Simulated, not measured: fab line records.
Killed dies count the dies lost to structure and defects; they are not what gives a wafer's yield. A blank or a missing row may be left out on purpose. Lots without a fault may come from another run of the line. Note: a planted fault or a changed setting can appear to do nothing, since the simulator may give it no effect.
A struck lot beside a sound one ; flow nandHarc ; 13 steps out of a route of 1302
Sound: the wafers L945.1, L945.2, L945.3. Struck: wafer L952.4. (L952.2, L952.5 of the same lot were not struck and are left out.) The cause comes at the end.
For every step that has rows: the tool of each side, followed by ch and its chambers, followed by its first start. Under that, the readings that differ: sound wafers ; struck wafers ; difference of the means ; sigmas: that difference in standard deviations of wafers without a fault.
alike: a reading whose means differ by less than 2 such deviations, as well as words and numbers matching on both sides. not compared: withheld readings; readings where some wafer has no value; bounds like >300 that might hide an equal value; numbers whose values overlap and for which the record gives no deviation.
The two part at a step that has a row with sigmas, a row that says differs or no value, or rows on one side only. Numbers that have no deviation but don't overlap get no sigmas and don't part them. Lack of a reading on every wafer of one side parts them only where that side has two or more wafers.

first, 3 steps without rows for these wafers: NHARC_A_STAIRCASE_HARDBAKE_311 (time 140 s); NHARC_A_STAIRCASE_DESCUM_312 (chemistry O2, time 3 s); NHARC_A_STAIRCASE_ETCH_313 (etches the open film in CF4/CHF3).
NHARC_A_STAIRCASE_HM_OPEN_463: chemistry O2/COS.
  sound on rieDiel-02 ch 1,2,3; struck on rieDiel-02 ch 0
reading;sound;struck;difference;sigmas
rfHoursCounterH (h);5 5 6;28;+23;
  alike: biasW, drypumpMotorCurrentA, oesProductAu, rfVppV, showerheadPlenumPTorr, throttleValvePct
then, 1 step without rows for these wafers: NHARC_A_STAIRCASE_STRIP_464 (strips in O2/COS).
NHARC_A_STAIRCASE_ETCH_453: etches the open film in CF4/O2, target depth 30 nm, overetch 3 nm, time 16.5 s.
  sound on rieDiel-02 ch 0,1,2; struck on rieDiel-02 ch 0
reading;sound;struck;difference;sigmas
rfHoursCounterH (h);6 5 5;28;+23;
  alike: biasW, drypumpMotorCurrentA, oes_f_703_au, oesProductAu, rfVppV, showerheadPlenumPTorr, throttleValvePct
NHARC_A_STAIRCASE_ETCH_315: etches the open film in C4F8/O2/Ar, target depth 2500 nm, time 607.1 s.
  sound on rieDiel-02 ch 0,1,2; struck on rieDiel-02 ch 2
reading;sound;struck;difference;sigmas
rfHoursCounterH (h);6 5 6;20;+14;
  alike: biasW, oesProductAu, rfVppV
NHARC_A_STAIRCASE_STRIP_316: strips in O2.
  sound on rieDiel-02 ch 0,1,3; struck on rieDiel-02 ch 1
reading;sound;struck;difference;sigmas
rfHoursCounterH (h);6 6 6;26;+20;
  alike: drypumpMotorCurrentA, oesProductAu, rfVppV, showerheadPlenumPTorr, throttleValvePct
then, 3 steps without rows for these wafers: NHARC_A_STAIRCASE_STRIP_317 (strips in SPM, time 900 s); NHARC_A_STAIRCASE_PRECLEAN_318 (cleans in SC1); NHARC_A_STAIRCASE_SRD_329.
NHARC_A_STAIRCASE_ALD_415: deposits SiO2, target thk 30 nm, pulse time 6 s, ald cycles 300.
  sound on aldHk-01 ch 0,1,2, day 18 14:23; struck on aldHk-04 ch 1, day 20 23:13
reading;sound;struck;difference;sigmas
aldCycles;300 300 300;343;+43;
  alike: heaterPowerW, precursorPulseHeightRel
NHARC_A_STAIRCASE_ETCHBACK_416: etches the open film in C4F8/O2/Ar, target depth 36 nm, time 7.2 s.
  sound on rieDiel-02 ch 1,2,3; struck on rieDiel-08 ch 2
reading;sound;struck;difference;sigmas
rfHoursCounterH (h);6 7 6;33;+27;
  alike: biasW, oesProductAu, rfVppV

WHERE THEY PART
Nowhere in this record.

WHY: the cause the simulator had injected
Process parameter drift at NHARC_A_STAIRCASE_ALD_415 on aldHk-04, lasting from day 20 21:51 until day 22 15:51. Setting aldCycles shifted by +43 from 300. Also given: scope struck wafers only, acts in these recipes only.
